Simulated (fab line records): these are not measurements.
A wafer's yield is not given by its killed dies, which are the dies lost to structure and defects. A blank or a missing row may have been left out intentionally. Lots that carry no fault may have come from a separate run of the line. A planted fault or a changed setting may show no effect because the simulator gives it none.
Chamber matching ; flow n5_finfet ; N5_BEOL_M3_ETCH_77 on rie_diel-03: 4 sister chambers
The step etches underlayer in N2/H2, target depth 6.5 nm, time 5.2 s. 8 wafers are shown with their chamber, then 11 later ones without.

## WAFERS WITH THEIR CHAMBER
wafer;chamber;drypump_motor_current_A (A);showerhead_plenum_p_Torr (Torr)
L085.2;3;4.8;2.64
L085.6;2;6.0;2.61
L088.2;1;5.4;2.50
L088.6;1;5.3;2.50
L091.3;3;4.8;2.63
L091.4;0;5.9;2.49
L091.6;0;6.0;2.49
L092.2;2;6.0;2.60

## WAFERS WHOSE CHAMBER IS MISSING
wafer;drypump_motor_current_A (A);showerhead_plenum_p_Torr (Torr)
L092.3;4.8;2.63
L092.5;5.4;2.50
L095.1;5.4;2.50
L095.2;4.8;2.63
L095.3;5.9;2.49
L096.3;5.4;2.50
L096.5;4.8;2.63
L096.6;5.9;2.49
L097.1;6.0;2.60
L097.3;5.9;2.49
L097.4;4.9;2.63

## THE CHAMBER EACH PASSED THROUGH
wafer;from the rows above;in truth
L092.3;3;3
L092.5;1;1
L095.1;1;1
L095.2;3;3
L095.3;0;0
L096.3;1;1
L096.5;3;3
L096.6;0;0
L097.1;2;2
L097.3;0;0
L097.4;3;3
Correct placement for 11 of the 11. Left unplaced by these rows: 0. Number placed wrongly: 0.
How it was worked out, from the rows above alone: a wafer's distance from a chamber is the root of the sum, over the readings, of the square of ((its reading less the chamber's mean) divided by the reading's scatter). The wafer belongs to the nearest chamber; if the next one is less than 2 further off, it can't be placed. Each chamber's mean is taken over the wafers shown for it. The scatter: take each reading less its chamber's mean, square it, sum over the shown wafers, divide by the number of wafers less the number of chambers, and take the root.
